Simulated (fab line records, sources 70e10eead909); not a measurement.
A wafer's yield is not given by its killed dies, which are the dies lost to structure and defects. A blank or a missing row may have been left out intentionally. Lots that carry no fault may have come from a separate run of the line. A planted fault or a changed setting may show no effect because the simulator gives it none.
Tool commonality check | flow nandHarc | Sample size 14 lots and 42 wafers

== WHAT PROMPTED THE OPENING ==
On 2 of the 14 lots, a flag is raised at NHARC_P_M1_CD_MEAS_09 on the reading cdNm. Fault-free wafers read 129.9 nm, with a standard deviation of 0.79.
Rule: a lot is flagged when every wafer of it that has a number lies more than 4 standard deviations from that mean, or none has a number. The other lots count as sound.

lot  | measured     | on       | cdNm (nm), wafer by wafer | flag
L558 | day 6 11:15  | cdSem-03 | 130.9 130.5 130.5         | 
L557 | day 6 12:17  | cdSem-01 | 129.1 128.7 129.5         | 
L559 | day 6 23:16  | cdSem-03 | 129.3 129.2 129.5         | 
L560 | day 7 14:46  | cdSem-01 | 131.2 129.9 130.5         | 
L561 | day 8 01:26  | cdSem-03 | 130.1 129.8 130.7         | 
L562 | day 8 06:14  | cdSem-02 | 129.3 130.0 129.4         | 
L569 | day 11 04:05 | cdSem-02 | 97.5 97.2 97.3            | FLAGGED
L570 | day 11 17:42 | cdSem-03 | 105.7 105.9 106.0         | FLAGGED
L571 | day 12 06:20 | cdSem-01 | 130.5 130.1 129.9         | 
L572 | day 12 08:54 | cdSem-02 | 129.1 130.2 129.3         | 
L574 | day 13 12:19 | cdSem-03 | 127.6 128.8 128.3         | 
L575 | day 13 18:35 | cdSem-03 | 128.5 129.2 129.1         | 
L576 | day 14 06:40 | cdSem-03 | 130.8 131.1 130.8         | 
L579 | day 15 16:11 | cdSem-02 | 129.8 129.8 128.8         | 
Average over the flagged lots: 101.6 nm; offset from the usual -28.3 nm, equal to -36 standard deviations.

== WHICH TOOL EACH LOT WENT THROUGH ==
The record holds 2 process steps before the reading, out of a route of 1302 steps. Every cell lists first the tool, next ch and the chambers used by the sampled wafers, and last the start.
lot  | flag    | NHARC_P_M0_PRE_CLEAN_29                | NHARC_P_M1_EXPOSE_06
L558 |         | pvdSputter-03, day 6 11:07 or earlier  | arfiScanner-01 ch 0, day 6 11:07
L557 |         | pvdSputter-03, day 6 12:09 or earlier  | arfiScanner-03 ch 0, day 6 12:09
L559 |         | pvdSputter-01, day 6 23:08 or earlier  | arfiScanner-01 ch 0, day 6 23:08
L560 |         | pvdSputter-01, day 7 14:37 or earlier  | arfiScanner-01 ch 0, day 7 14:37
L561 |         | pvdSputter-03, day 8 01:17 or earlier  | arfiScanner-02 ch 0, day 8 01:17
L562 |         | pvdSputter-02, day 8 06:06 or earlier  | arfiScanner-03 ch 0, day 8 06:06
L569 | FLAGGED | pvdSputter-03, day 11 03:56 or earlier | arfiScanner-03 ch 0, day 11 03:56
L570 | FLAGGED | pvdSputter-02, day 11 17:34 or earlier | arfiScanner-03 ch 0, day 11 17:34
L571 |         | pvdSputter-02, day 12 06:11 or earlier | arfiScanner-02 ch 0, day 12 06:11
L572 |         | pvdSputter-01, day 12 08:46 or earlier | arfiScanner-02 ch 0, day 12 08:46
L574 |         | pvdSputter-02, day 13 12:11 or earlier | arfiScanner-02 ch 0, day 13 12:11
L575 |         | pvdSputter-03, day 13 18:26 or earlier | arfiScanner-02 ch 0, day 13 18:26
L576 |         | pvdSputter-02, day 14 06:32 or earlier | arfiScanner-01 ch 0, day 14 06:32
L579 |         | pvdSputter-01, day 15 16:03 or earlier | arfiScanner-01 ch 0, day 15 16:03
What the steps here do:
- NHARC_P_M0_PRE_CLEAN_29: time 30 s.
- NHARC_P_M1_EXPOSE_06: exposes mask P M1, target cd 130 nm.
- NHARC_P_M1_CD_MEAS_09: target cd 130 nm.

== FLAGGED OVER TOTAL, TOOL BY TOOL (the gauges that took the reading come last) ==
step                    | tool           | lots run | flagged | share of the flagged lots | sound lots run after its first flagged lot
NHARC_P_M0_PRE_CLEAN_29 | pvdSputter-01  | 4        | 0       | none                      | -
NHARC_P_M0_PRE_CLEAN_29 | pvdSputter-02  | 5        | 1       | some                      | 3 (L571,L574,L576)
NHARC_P_M0_PRE_CLEAN_29 | pvdSputter-03  | 5        | 1       | some                      | 1 (L575)
NHARC_P_M1_EXPOSE_06    | arfiScanner-01 | 5        | 0       | none                      | -
NHARC_P_M1_EXPOSE_06    | arfiScanner-02 | 5        | 0       | none                      | -
NHARC_P_M1_EXPOSE_06    | arfiScanner-03 | 4        | 2       | all                       | 0
NHARC_P_M1_CD_MEAS_09   | cdSem-01       | 3        | 0       | none                      | -
NHARC_P_M1_CD_MEAS_09   | cdSem-02       | 4        | 1       | some                      | 2 (L572,L579)
NHARC_P_M1_CD_MEAS_09   | cdSem-03       | 7        | 1       | some                      | 3 (L574,L575,L576)
NHARC_P_M0_PRE_CLEAN_29 gives no start for some lots, so the hours and the order of its lots are those of NHARC_P_M1_EXPOSE_06.

== WHAT IS ALLOWED BY THE TABLE ==
In the table, 1 row covers all flagged lots: arfiScanner-03 at NHARC_P_M1_EXPOSE_06.
- arfiScanner-03 at NHARC_P_M1_EXPOSE_06 ran 4 lots, 2 of them flagged. Last sound lot L562 at day 8 06:06, first flagged lot L569 at day 11 03:56; a fault beginning in between fits. Its own readings (exposureDoseMJCm2) fall more than 4 standard deviations out on all wafers of the flagged lots.
One tool is left: arfiScanner-03 at NHARC_P_M1_EXPOSE_06.

== WHAT WAS PUT IN BY THE SIMULATOR ==
Process parameters drifting: arfiScanner-03 at NHARC_P_M1_EXPOSE_06, beginning at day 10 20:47. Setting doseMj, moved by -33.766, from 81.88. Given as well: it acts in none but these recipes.
Lots struck among those shown: L569, L570. Same finding as the rule above.
